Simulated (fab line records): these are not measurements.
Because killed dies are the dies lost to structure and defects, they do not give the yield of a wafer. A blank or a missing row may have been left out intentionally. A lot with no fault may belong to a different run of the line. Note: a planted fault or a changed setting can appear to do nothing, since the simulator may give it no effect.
fab line records ; flow n5_finfet
[record] lots = 7; wafers = 21
route steps=1938 shown BEOL_M11@1546 BEOL_M12@1604 BEOL_M13@1706 BEOL_M14@1742
start_h: the number of hours between the record's first day and the start of the first shown wafer of the lot ; wait_h: hours elapsed since this lot's preceding step ; " unchanged from the row above ; L1.1+2: several wafers, shown together as one row ; - either no value or no given start ; * or withheld: withheld ; < > ~ a bound
route shown NAME@n: a module of which the file shows steps, and the number in the route of the first ; usual: mean/standard deviation of fault-free wafers ; same: alike in all rows ; chamber/n: place in a boat ; sites: per-site readings ; _std_site: the standard deviation of these ; _edge_site: mean of outer sites minus mean of inner sites ; radius_mm: how far each site lies from the wafer's centre ; mask NAME#n: copy n ; behind: the most recent tool/chamber to have shaped the wafer ; hold: reason for holding the lot/hours on hold/outcome of the hold ; device: names the non-switching transistor (n, p or np) ; end of line: the route-end tests of the same wafers ; a step with no rows: only its recipe ; killed: dies lost to structure and defects at the first sort, not the wafer's yield ; map: dies across one wafer; x = killed, . = not, _ = none there
set.NAME: the setting the step ran with; set.NAME@STEP: the setting that earlier step ran with ; model.NAME: the simulator's own value behind a step, which no gauge read
lots where settings were altered on purpose, with a table for each step and a row for each wafer
[[steps]]
[step N5_BEOL_M11_EXPOSE_08]
[recipe] mask_id = M11; na = 1.35; source_shape = dipole; sigma_inner = 0.411; sigma_outer = 0.611; polarization = te; dose_mj = 53.75
lot.wafer;tool;chamber;start_h;wait_h;mask;set.dose_mj
L075.1;arfi_scanner-03;0;247.29;-;M11#0;53.75
L075.3+6;arfi_scanner-03;0;247.29;-;M11#0;49.98
L076.4;arfi_scanner-02;0;258.22;-;M11#0;55.31
L076.5+6;arfi_scanner-02;0;258.22;-;M11#0;53.75
L078.2+3+5;arfi_scanner-02;0;266.09;-;M11#0;51.19
L082.1+3+4;arfi_scanner-03;0;288.64;-;M11#0;53.75
L083.2;arfi_scanner-03;0;297.52;-;M11#0;54.87
L083.4+6;arfi_scanner-03;0;297.52;-;M11#0;53.75
L087.3+5+6;arfi_scanner-02;0;320.47;-;M11#0;53.75
L089.2+3+6;arfi_scanner-01;0;324.05;-;M11#0;53.75
[step N5_BEOL_M11_PEB_09]
[recipe] peb_temp_c = withheld; peb_time_s = 60; resist = CAR-ArF
[step N5_BEOL_M11_DEVELOP_10]
[recipe] develop_time_s = 30; developer = TMAH; resist = CAR-ArF; rinse_liquid = diw; dry = air_spin; dev_temp_c = 23
[step N5_BEOL_M11_CD_MEAS_11]
[recipe] target_cd_nm = 64.1; landing_energy_ev = 500; detector = se_inlens; polarity = opening
[usual] cd_nm = 64.0/0.75
lot.wafer;tool;chamber;start_h;wait_h;set.dose_mj@BEOL_M11_EXPOSE_08;cd_nm
L075.1;cd_sem-03;0;247.41;-;53.75;64.2
L075.3;cd_sem-03;0;247.41;-;49.98;60.4
L075.6;cd_sem-03;0;247.41;-;49.98;60.4
L076.4;cd_sem-03;0;258.33;-;55.31;66.8
L076.5;cd_sem-03;0;258.33;-;53.75;64.4
L076.6;cd_sem-03;0;258.33;-;53.75;64.7
L078.2;cd_sem-02;0;266.22;-;51.19;62.1
L078.3;cd_sem-02;0;266.22;-;51.19;62.2
L078.5;cd_sem-02;0;266.22;-;51.19;61.6
L082.1;cd_sem-03;0;288.77;-;53.75;64.3
L082.3;cd_sem-03;0;288.77;-;53.75;63.4
L082.4;cd_sem-03;0;288.77;-;53.75;64.5
L083.2;cd_sem-02;0;297.64;-;54.87;65.7
L083.4;cd_sem-02;0;297.64;-;53.75;65.4
L083.6;cd_sem-02;0;297.64;-;53.75;65.5
L087.3;cd_sem-02;0;320.59;-;53.75;63.3
L087.5;cd_sem-02;0;320.59;-;53.75;63.7
L087.6;cd_sem-02;0;320.59;-;53.75;63.9
L089.2;cd_sem-02;0;324.17;-;53.75;64.1
L089.3;cd_sem-02;0;324.17;-;53.75;64.1
L089.6;cd_sem-02;0;324.17;-;53.75;63.9
[step N5_BEOL_M11_DESCUM_16]
[recipe] chemistry = O2; time_s = 7.9; source_power_w = 50; bias_power_w = 20; pressure_mtorr = 20; rf_frequency_hz = 2.712e+07; temp_c = 40; resist = CAR-ArF; o2_flow_sccm = 225
[step N5_BEOL_M11_ETCH_61]
[recipe] chemistry = CF4; target = SiARC; target_depth_a = 390; mask_material = CAR-ArF; time_s = 65; ion_energy_ev = 80; pressure_mtorr = 40; source_w = 545; bias_w = 36; Ar_flow_sccm = 100; cf4_flow_sccm = 100; ends = cleared
lot.wafer;tool;chamber;start_h;wait_h;set.spin_rpm@BEOL_M11_COAT_05;set.dose_mj@BEOL_M11_EXPOSE_08;model.CAR-ArF_of_BEOL_M11_COAT_05.thk_nm;model.BEOL_M11.cd_offset_nm
L075.1;rie_diel-02;1;247.54;0.0;1500;53.75;55.2;0.6
L075.3;rie_diel-02;0;247.54;0.0;1500;49.98;55.4;-2.8
L075.6;rie_diel-02;2;247.54;0.0;1500;49.98;55.6;-3.6
L076.4;rie_diel-02;3;258.45;0.0;1500;55.31;55.4;2.4
L076.5;rie_diel-02;3;258.45;0.0;1500;53.75;55.4;0.8
L076.6;rie_diel-02;2;258.45;0.0;1500;53.75;55.6;0.4
L078.2;rie_diel-04;2;266.34;0.0;1500;51.19;55.4;-2.4
L078.3;rie_diel-04;0;266.34;0.0;1500;51.19;55.6;-2.2
L078.5;rie_diel-04;1;266.34;0.0;1500;51.19;55.4;-2.8
L082.1;rie_diel-06;1;289.06;0.0;1500;53.75;56;0.2
L082.3;rie_diel-06;0;289.06;0.0;1500;53.75;55.8;-0.8
L082.4;rie_diel-06;2;289.06;0.0;1500;53.75;56;0
L083.2;rie_diel-06;3;297.78;0.0;1383;54.87;59.6;1.4
L083.4;rie_diel-06;0;297.78;0.0;1383;53.75;59.6;1.2
L083.6;rie_diel-06;2;297.78;0.0;1500;53.75;56;1.6
L087.3;rie_diel-06;0;320.71;0.0;1500;53.75;55.6;-1
L087.5;rie_diel-06;2;320.71;0.0;1500;53.75;55;-0.6
L087.6;rie_diel-06;1;320.71;0.0;1598;53.75;52.4;-0.6
L089.2;rie_diel-04;1;324.46;0.0;1343;53.75;60.4;0
L089.3;rie_diel-04;2;324.46;0.0;1500;53.75;55;-0.2
L089.6;rie_diel-04;0;324.46;0.0;1343;53.75;60.2;-0.4
[step N5_BEOL_M12_COAT_58]
[recipe] resist = BARC; temp_c = 205; time_s = 60; spin_rpm = 1500; resist_thk_nm = 89
lot.wafer;tool;chamber;start_h;wait_h;set.spin_rpm;model.BARC_of_BEOL_M12_COAT_58.thk_nm
L075.1;litho_track-02;0;253.44;0.0;1500;88.8
L075.3;litho_track-02;0;253.44;0.0;1500;89.2
L075.6;litho_track-02;0;253.44;0.0;1500;89
L076.4;litho_track-01;0;262.97;0.0;1410;92
L076.5;litho_track-01;0;262.97;0.0;1500;89.4
L076.6;litho_track-01;0;262.97;0.0;1500;89
L078.2+5;litho_track-03;0;275.53;0.0;1500;88.6
L078.3;litho_track-03;0;275.53;0.0;1500;89
L082.1+3+4;litho_track-03;0;296.28;0.0;1500;88.8
L083.2;litho_track-02;0;305.22;0.0;1429;91.4
L083.4;litho_track-02;0;305.22;0.0;1500;88.8
L083.6;litho_track-02;0;305.22;0.0;1429;90.6
L087.3;litho_track-02;0;327.68;0.0;1500;88.8
L087.5+6;litho_track-02;0;327.68;0.0;1500;88.6
L089.2+6;litho_track-02;0;329.51;0.0;1500;89
L089.3;litho_track-02;0;329.51;0.0;1500;89.2
[step N5_BEOL_M12_COAT_04]
[recipe] spin_rpm = 1625; resist_thk_nm = 400
lot.wafer;tool;chamber;start_h;wait_h;set.spin_rpm;model.coat_of_BEOL_M12_COAT_04.thk_nm
L075.1+6;litho_track-02;0;-;-;1692;390.6
L075.3;litho_track-02;0;-;-;1625;398.6
L076.4;litho_track-01;0;-;-;1625;401.6
L076.5;litho_track-01;0;-;-;1625;402
L076.6;litho_track-01;0;-;-;1462;422.6
L078.2;litho_track-03;0;-;-;1514;415
L078.3;litho_track-03;0;-;-;1625;399.6
L078.5;litho_track-03;0;-;-;1514;416.4
L082.1;litho_track-03;0;-;-;1625;399.2
L082.3;litho_track-03;0;-;-;1625;400.4
L082.4;litho_track-03;0;-;-;1625;399
L083.2;litho_track-02;0;-;-;1566;408.4
L083.4;litho_track-02;0;-;-;1566;407.4
L083.6;litho_track-02;0;-;-;1625;399.2
L087.3;litho_track-02;0;-;-;1478;420.6
L087.5;litho_track-02;0;-;-;1625;400.6
L087.6;litho_track-02;0;-;-;1625;400
L089.2;litho_track-02;0;-;-;1460;422.8
L089.3;litho_track-02;0;-;-;1625;400.6
L089.6;litho_track-02;0;-;-;1625;400.2
[step N5_BEOL_M12_EBR_06]
[recipe] solvent = PGMEA; ebr_width_mm = 1.5
[step N5_BEOL_M12_SOFTBAKE_05]
[recipe] temp_c = 130; time_s = 60
[step N5_BEOL_M12_DESCUM_15]
[recipe] chemistry = O2; time_s = 7.9; source_power_w = 50; bias_power_w = 20; pressure_mtorr = 20; rf_frequency_hz = 2.712e+07; temp_c = 40; o2_flow_sccm = 225
[step N5_BEOL_M12_ETCH_59]
[recipe] chemistry = N2/H2; target = BARC; target_depth_a = 890; overetch_a = 267; time_s = 67.9; ion_energy_ev = 200; pressure_mtorr = 30; source_w = 840; bias_w = 150; n2_flow_sccm = 200; h2_flow_sccm = 200
lot.wafer;tool;chamber;start_h;wait_h;set.spin_rpm@BEOL_M12_COAT_58;set.spin_rpm@BEOL_M12_COAT_04;model.coat_of_BEOL_M12_COAT_04.thk_nm;model.etch.depth_nm
L075.1;rie_diel-01;2;253.98;0.0;1500;1692;304.4;88.84
L075.3;rie_diel-01;0;253.98;0.0;1500;1625;313.2;89.1
L075.6;rie_diel-01;3;253.98;0.0;1500;1692;307.2;88.99
L076.4;rie_diel-05;1;263.71;0.0;1410;1625;318.8;92.06
L076.5;rie_diel-05;2;263.71;0.0;1500;1625;314.4;89.38
L076.6;rie_diel-05;3;263.71;0.0;1500;1462;335.4;89.07
L078.2;rie_diel-03;0;276.05;0.0;1500;1514;331.4;88.55
L078.3;rie_diel-03;3;276.05;0.0;1500;1625;312;88.92
L078.5;rie_diel-03;1;276.05;0.0;1500;1514;332;88.64
L082.1;rie_diel-01;1;296.83;0.0;1500;1625;319;88.83
L082.3;rie_diel-01;2;296.83;0.0;1500;1625;315;88.87
L082.4;rie_diel-01;1;296.83;0.0;1500;1625;319;88.74
L083.2;rie_diel-05;2;305.74;0.0;1429;1566;322.4;91.32
L083.4;rie_diel-05;3;305.74;0.0;1500;1566;320.6;88.85
L083.6;rie_diel-05;1;305.74;0.0;1429;1625;316;90.7
L087.3;rie_diel-01;3;328.07;0.0;1500;1478;337.2;88.8
L087.5;rie_diel-01;1;328.07;0.0;1500;1625;321.4;88.64
L087.6;rie_diel-01;0;328.07;0.0;1500;1625;314;88.59
L089.2;rie_diel-05;3;329.90;0.0;1500;1460;336.4;88.94
L089.3;rie_diel-05;0;329.90;0.0;1500;1625;317.6;89.11
L089.6;rie_diel-05;1;329.90;0.0;1500;1625;317.2;88.93
[step N5_BEOL_M12_VIA_ETCH_16]
[recipe] chemistry = C4F8/O2/Ar; target = SiOC; pressure_mtorr = 30; source_w = 3000; bias_w = 700; Ar_flow_sccm = 400; C4F8_flow_sccm = 15; O2_flow_sccm = 8; he_inner_torr = 15; he_outer_torr = 30; target_depth_a = 7248; time_s = withheld; ion_energy_ev = 250; ends = cleared
lot.wafer;tool;chamber;start_h;wait_h;set.spin_rpm@BEOL_M12_COAT_04;model.coat_of_BEOL_M12_COAT_04.thk_nm
L075.1;rie_diel-01;2;254.03;0.0;1692;108.8
L075.3;rie_diel-01;0;254.03;0.0;1625;118.4
L075.6;rie_diel-01;3;254.03;0.0;1692;112.2
L076.4;rie_diel-05;1;263.76;0.0;1625;123.8
L076.5;rie_diel-05;2;263.76;0.0;1625;120.8
L076.6;rie_diel-05;3;263.76;0.0;1462;138.4
L078.2;rie_diel-03;0;276.10;0.0;1514;136
L078.3;rie_diel-03;3;276.10;0.0;1625;121.8
L078.5;rie_diel-03;1;276.10;0.0;1514;138
L082.1;rie_diel-01;1;296.89;0.0;1625;121.2
L082.3;rie_diel-01;2;296.89;0.0;1625;121.6
L082.4;rie_diel-01;1;296.89;0.0;1625;118.4
L083.2;rie_diel-05;2;305.80;0.0;1566;131.8
L083.4;rie_diel-05;3;305.80;0.0;1566;127.8
L083.6;rie_diel-05;1;305.80;0.0;1625;125.6
L087.3;rie_diel-01;3;328.12;0.0;1478;141.8
L087.5;rie_diel-01;1;328.12;0.0;1625;126.2
L087.6;rie_diel-01;0;328.12;0.0;1625;120
L089.2;rie_diel-05;3;329.96;0.0;1460;141.6
L089.3;rie_diel-05;0;329.96;0.0;1625;125.6
L089.6;rie_diel-05;1;329.96;0.0;1625;119.6
[step N5_BEOL_M12_STRIP_63]
[recipe] chemistry = N2/H2; power_w = 1000; temp_c = 250; h2_frac = 0.65; overash_fraction = 0.3; pressure_mtorr = 1000; n2_flow_sccm = 1750; h2_flow_sccm = 3250
[usual] strip_time_to_endpoint_s = 42.2/0.92
lot.wafer;tool;chamber;start_h;wait_h;set.spin_rpm@BEOL_M12_COAT_04;strip_time_to_endpoint_s
L075.1;plasma_asher-02;1;254.24;-;1692;38.6
L075.3;plasma_asher-02;0;254.24;-;1625;41.2
L075.6;plasma_asher-02;0;254.24;-;1692;39.6
L076.4;plasma_asher-01;1;264.12;-;1625;42.7
L076.5;plasma_asher-01;0;264.12;-;1625;41.9
L076.6;plasma_asher-01;1;264.12;-;1462;46.6
L078.2;plasma_asher-01;0;276.30;-;1514;46.0
L078.3;plasma_asher-01;1;276.30;-;1625;42.2
L078.5;plasma_asher-01;0;276.30;-;1514;46.5
L082.1;plasma_asher-01;1;297.09;-;1625;42.0
L082.3;plasma_asher-01;1;297.09;-;1625;42.1
L082.4;plasma_asher-01;0;297.09;-;1625;41.2
L083.2;plasma_asher-01;1;305.99;-;1566;44.8
L083.4;plasma_asher-01;1;305.99;-;1566;43.8
L083.6;plasma_asher-01;1;305.99;-;1625;43.2
L087.3;plasma_asher-01;1;328.34;-;1478;47.5
L087.5;plasma_asher-01;0;328.34;-;1625;43.4
L087.6;plasma_asher-01;1;328.34;-;1625;41.7
L089.2;plasma_asher-02;0;330.15;-;1460;47.5
L089.3;plasma_asher-02;0;330.15;-;1625;43.2
L089.6;plasma_asher-02;1;330.15;-;1625;41.6
[step N5_BEOL_M12_STRIP_64]
[recipe] chemistry = N2/H2; power_w = 1000; temp_c = 250; h2_frac = 0.65; overash_fraction = 0.3; pressure_mtorr = withheld; n2_flow_sccm = 1750; h2_flow_sccm = 3250
[usual] strip_time_to_endpoint_s = 31.30/0.073
lot.wafer;tool;chamber;start_h;wait_h;set.spin_rpm@BEOL_M12_COAT_58;strip_time_to_endpoint_s
L075.1;plasma_asher-02;1;254.30;0.0;1500;31.26
L075.3;plasma_asher-02;0;254.30;0.0;1500;31.33
L075.6;plasma_asher-02;0;254.30;0.0;1500;31.32
L076.4;plasma_asher-01;1;264.18;0.0;1410;32.19
L076.5;plasma_asher-01;0;264.18;0.0;1500;31.43
L076.6;plasma_asher-01;1;264.18;0.0;1500;31.35
L078.2;plasma_asher-01;0;276.36;0.0;1500;31.18
L078.3;plasma_asher-01;1;276.36;0.0;1500;31.29
L078.5;plasma_asher-01;0;276.36;0.0;1500;31.21
L082.1;plasma_asher-01;1;297.15;0.0;1500;31.28
L082.3;plasma_asher-01;1;297.15;0.0;1500;31.26
L082.4;plasma_asher-01;0;297.15;0.0;1500;31.22
L083.2;plasma_asher-01;1;306.05;0.0;1429;31.99
L083.4;plasma_asher-01;1;306.05;0.0;1500;31.29
L083.6;plasma_asher-01;1;306.05;0.0;1429;31.78
L087.3;plasma_asher-01;1;328.40;0.0;1500;31.25
L087.5;plasma_asher-01;0;328.40;0.0;1500;31.20
L087.6;plasma_asher-01;1;328.40;0.0;1500;31.19
L089.2;plasma_asher-02;0;330.21;0.0;1500;31.29
L089.3;plasma_asher-02;0;330.21;0.0;1500;31.34
L089.6;plasma_asher-02;1;330.21;0.0;1500;31.29
[step N5_BEOL_M13_SPUTTER_44]
[recipe] material = Ta; target_thk_a = 100; temp_c = 50; bias_v = 80; power_w = 15000; chamber_pressure_pa = 0.07; time_s = 16.13
lot.wafer;tool;chamber;start_h;wait_h;set.power_w;model.Ta_of_BEOL_M13_SPUTTER_44.thk_nm
L075.1;pvd_sputter-02;-;269.61;0.0;17630;11.4
L075.3+6;pvd_sputter-02;-;269.61;0.0;15000;10
L076.4+5;pvd_sputter-02;-;280.13;0.0;16620;11.4
L076.6;pvd_sputter-02;-;280.13;0.0;15000;10.2
L078.2;pvd_sputter-01;-;295.47;0.0;16220;11.2
L078.3;pvd_sputter-01;-;295.47;0.0;15000;10.2
L078.5;pvd_sputter-01;-;295.47;0.0;15000;10.4
L082.1+4;pvd_sputter-03;-;307.01;0.0;15000;10
L082.3;pvd_sputter-03;-;307.01;0.0;15000;10.2
L083.2;pvd_sputter-03;-;315.36;0.0;12860;8.6
L083.4;pvd_sputter-03;-;315.36;0.0;15000;9.8
L083.6;pvd_sputter-03;-;315.36;0.0;12860;8.4
L087.3+5+6;pvd_sputter-03;-;336.35;0.0;15000;10
L089.2;pvd_sputter-02;-;344.78;0.0;15000;9.8
L089.3;pvd_sputter-02;-;344.78;0.0;12850;8.4
L089.6;pvd_sputter-02;-;344.78;0.0;12850;8.2
[step N5_BEOL_M14_EXPOSE_25]
[recipe] mask_id = M14; na = 0.8; source_shape = annular; sigma_inner = 0.5; sigma_outer = 0.8; polarization = unpolarized; target_cd_nm = 280; dose_mj = 26.6
lot.wafer;tool;chamber;start_h;wait_h;mask;set.dose_mj
L075.1+3+6;krf_scanner-02;0;272.07;-;M14#0;26.6
L076.4;krf_scanner-01;0;282.59;-;M14#0;26.6
L076.5+6;krf_scanner-01;0;282.59;-;M14#0;27.61
L078.2+3;krf_scanner-02;0;297.92;-;M14#0;24.86
L078.5;krf_scanner-02;0;297.92;-;M14#0;26.6
L082.1+3+4;krf_scanner-02;0;309.72;-;M14#0;26.6
L083.2+4+6;krf_scanner-02;0;317.69;-;M14#0;26.6
L087.3+6;krf_scanner-02;0;338.71;-;M14#0;25.37
L087.5;krf_scanner-02;0;338.71;-;M14#0;26.6
L089.2;krf_scanner-02;0;347.11;-;M14#0;26.6
L089.3+6;krf_scanner-02;0;347.11;-;M14#0;27.81
[step N5_BEOL_M14_PEB_26]
[recipe] peb_temp_c = 130; peb_time_s = 90
[step N5_BEOL_M14_DEVELOP_27]
[recipe] develop_time_s = 45; rinse_liquid = diw; dry = air_spin; dev_temp_c = 21
[step N5_BEOL_M14_HARDBAKE_32]
[recipe] temp_c = 130; time_s = 120
[step N5_BEOL_M14_CD_MEAS_28]
[recipe] target_cd_nm = 284.4; landing_energy_ev = 500; detector = se_inlens
[usual] cd_nm = 285.3/1.9
lot.wafer;tool;chamber;start_h;wait_h;set.dose_mj@BEOL_M14_EXPOSE_25;cd_nm
L075.1;cd_sem-02;0;272.24;-;26.6;285.0
L075.3;cd_sem-02;0;272.24;-;26.6;287.2
L075.6;cd_sem-02;0;272.24;-;26.6;283.8
L076.4;cd_sem-02;0;282.75;-;26.6;289.0
L076.5;cd_sem-02;0;282.75;-;27.61;289.5
L076.6;cd_sem-02;0;282.75;-;27.61;289.0
L078.2;cd_sem-02;0;298.09;-;24.86;276.0
L078.3;cd_sem-02;0;298.09;-;24.86;275.7
L078.5;cd_sem-02;0;298.09;-;26.6;287.1
L082.1;cd_sem-02;0;309.89;-;26.6;285.7
L082.3;cd_sem-02;0;309.89;-;26.6;286.4
L082.4;cd_sem-02;0;309.89;-;26.6;289.1
L083.2;cd_sem-02;0;317.86;-;26.6;285.1
L083.4;cd_sem-02;0;317.86;-;26.6;285.5
L083.6;cd_sem-02;0;317.86;-;26.6;285.8
L087.3;cd_sem-01;0;338.87;-;25.37;276.3
L087.5;cd_sem-01;0;338.87;-;26.6;282.2
L087.6;cd_sem-01;0;338.87;-;25.37;273.3
L089.2;cd_sem-01;0;347.28;-;26.6;286.0
L089.3;cd_sem-01;0;347.28;-;27.81;290.2
L089.6;cd_sem-01;0;347.28;-;27.81;293.7
[step N5_BEOL_M14_DESCUM_33]
[recipe] chemistry = O2; time_s = 7.9; source_power_w = 50; bias_power_w = 20; pressure_mtorr = 20; rf_frequency_hz = 2.712e+07; temp_c = 40; o2_flow_sccm = 225
[step N5_BEOL_M14_ETCH_67]
[recipe] chemistry = CF4; target = SiARC; target_depth_a = 1430; time_s = 238.3; ion_energy_ev = 80; pressure_mtorr = 40; source_w = 545; bias_w = 36; Ar_flow_sccm = 100; cf4_flow_sccm = 100; ends = cleared
lot.wafer;tool;chamber;start_h;wait_h;set.dose_mj@BEOL_M14_EXPOSE_25;model.BEOL_M14.cd_nm
L075.1;rie_diel-05;3;272.54;0.0;26.6;280.6
L075.3;rie_diel-05;2;272.54;0.0;26.6;281.6
L075.6;rie_diel-05;3;272.54;0.0;26.6;279.4
L076.4;rie_diel-03;3;282.94;0.1;26.6;285
L076.5;rie_diel-03;2;282.94;0.1;27.61;285.4
L076.6;rie_diel-03;0;282.94;0.1;27.61;285
L078.2;rie_diel-03;1;298.23;0.0;24.86;272.2
L078.3;rie_diel-03;3;298.23;0.0;24.86;272
L078.5;rie_diel-03;3;298.23;0.0;26.6;283.4
L082.1+3;rie_diel-03;2,1;310.02;0.0;26.6;282
L082.4;rie_diel-03;3;310.02;0.0;26.6;284.6
L083.2+4;rie_diel-01;3,2;317.98;0.0;26.6;281.4
L083.6;rie_diel-01;1;317.98;0.0;26.6;281
L087.3;rie_diel-01;2;338.99;0.0;25.37;271.8
L087.5;rie_diel-01;0;338.99;0.0;26.6;277.6
L087.6;rie_diel-01;1;338.99;0.0;25.37;268.4
L089.2;rie_diel-03;0;347.40;0.0;26.6;282
L089.3;rie_diel-03;3;347.40;0.0;27.81;286.4
L089.6;rie_diel-03;0;347.40;0.0;27.81;289.8
[step N5_BEOL_M14_TRENCH_ETCH_34]
[recipe] chemistry = C4F8/O2/Ar; target = SiO2; target_depth_a = 5566.5; mask_material = SOC; he_inner_torr = 15; he_outer_torr = 30; time_s = 126.9; ion_energy_ev = 800; pressure_mtorr = 20; source_w = 1905; bias_w = 2040; Ar_flow_sccm = 400; C4F8_flow_sccm = 16; O2_flow_sccm = 12
[usual] rf_vpp_V = 2217/32
lot.wafer;tool;chamber;start_h;wait_h;set.bias_w;rf_vpp_V
L075.1;rie_diel-05;3;272.96;0.0;2168;2311
L075.3;rie_diel-05;2;272.96;0.0;2040;2225
L075.6;rie_diel-05;3;272.96;0.0;2040;2217
L076.4;rie_diel-03;3;283.35;0.1;2040;2184
L076.5;rie_diel-03;2;283.35;0.1;2040;2158
L076.6;rie_diel-03;0;283.35;0.1;2040;2267
L078.2;rie_diel-03;1;298.65;0.0;2040;2273
L078.3;rie_diel-03;3;298.65;0.0;2040;2184
L078.5;rie_diel-03;3;298.65;0.0;1851;2040
L082.1;rie_diel-03;2;310.44;0.0;2040;2157
L082.3;rie_diel-03;1;310.44;0.0;2040;2272
L082.4;rie_diel-03;3;310.44;0.0;2040;2186
L083.2;rie_diel-01;3;318.40;0.0;2040;2200
L083.4;rie_diel-01;2;318.40;0.0;2407;2522
L083.6;rie_diel-01;1;318.40;0.0;2407;2533
L087.3;rie_diel-01;2;339.41;0.0;2040;2251
L087.5;rie_diel-01;0;339.41;0.0;2040;2213
L087.6;rie_diel-01;1;339.41;0.0;2040;2262
L089.2;rie_diel-03;0;347.82;0.0;2040;2264
L089.3;rie_diel-03;3;347.82;0.0;2040;2184
L089.6;rie_diel-03;0;347.82;0.0;1849;2114
[[key]]
[split] step = N5_BEOL_M11_EXPOSE_08; setting = dose_mj; stated = 53.75; by = wafer
[response] step = N5_BEOL_M11_CD_MEAS_11; reading = cd_nm; change = +0.548; per = 1%; r = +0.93
[response] step = N5_BEOL_M11_ETCH_61; reading = model.BEOL_M11.cd_offset_nm; change = +0.514; per = 1%; r = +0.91
[split] step = N5_BEOL_M12_COAT_58; setting = spin_rpm; stated = 1500; by = wafer
[response] step = N5_BEOL_M12_COAT_58; reading = model.BARC_of_BEOL_M12_COAT_58.thk_nm; change = -0.466; per = 1%; r = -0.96
[response] step = N5_BEOL_M12_ETCH_59; reading = model.etch.depth_nm; change = -0.467; per = 1%; r = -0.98
[response] step = N5_BEOL_M12_STRIP_64; reading = strip_time_to_endpoint_s; change = *; per = 1%; r = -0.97
[split] step = N5_BEOL_M12_COAT_04; setting = spin_rpm; stated = 1625; by = wafer
[response] step = N5_BEOL_M12_COAT_04; reading = model.coat_of_BEOL_M12_COAT_04.thk_nm; change = -2.19; per = 1%; r = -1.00
[response] step = N5_BEOL_M12_ETCH_59; reading = model.coat_of_BEOL_M12_COAT_04.thk_nm; change = -2.05; per = 1%; r = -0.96
[response] step = N5_BEOL_M12_VIA_ETCH_16; reading = model.coat_of_BEOL_M12_COAT_04.thk_nm; change = -1.86; per = 1%; r = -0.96
[response] step = N5_BEOL_M12_STRIP_63; reading = strip_time_to_endpoint_s; change = *; per = 1%; r = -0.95
[split] step = N5_BEOL_M13_SPUTTER_44; setting = power_w; stated = 15000; by = wafer
[response] step = N5_BEOL_M13_SPUTTER_44; reading = model.Ta_of_BEOL_M13_SPUTTER_44.thk_nm; change = +0.0944; per = 1%; r = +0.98
[split] step = N5_BEOL_M14_EXPOSE_25; setting = dose_mj; stated = 26.6; by = wafer
[response] step = N5_BEOL_M14_CD_MEAS_28; reading = cd_nm; change = +1.37; per = 1%; r = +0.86
[response] step = N5_BEOL_M14_ETCH_67; reading = model.BEOL_M14.cd_nm; change = +1.38; per = 1%; r = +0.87
[split] step = N5_BEOL_M14_TRENCH_ETCH_34; setting = bias_w; stated = 2040; by = wafer
[response] step = N5_BEOL_M14_TRENCH_ETCH_34; reading = rf_vpp_V; change = +17.2; per = 1%; r = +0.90
split outside_this_file step=N5_BEOL_M11_COAT_05 setting=spin_rpm
// split outside_this_file: this setting was split too, and the file shows its column; the key of that split is in another file
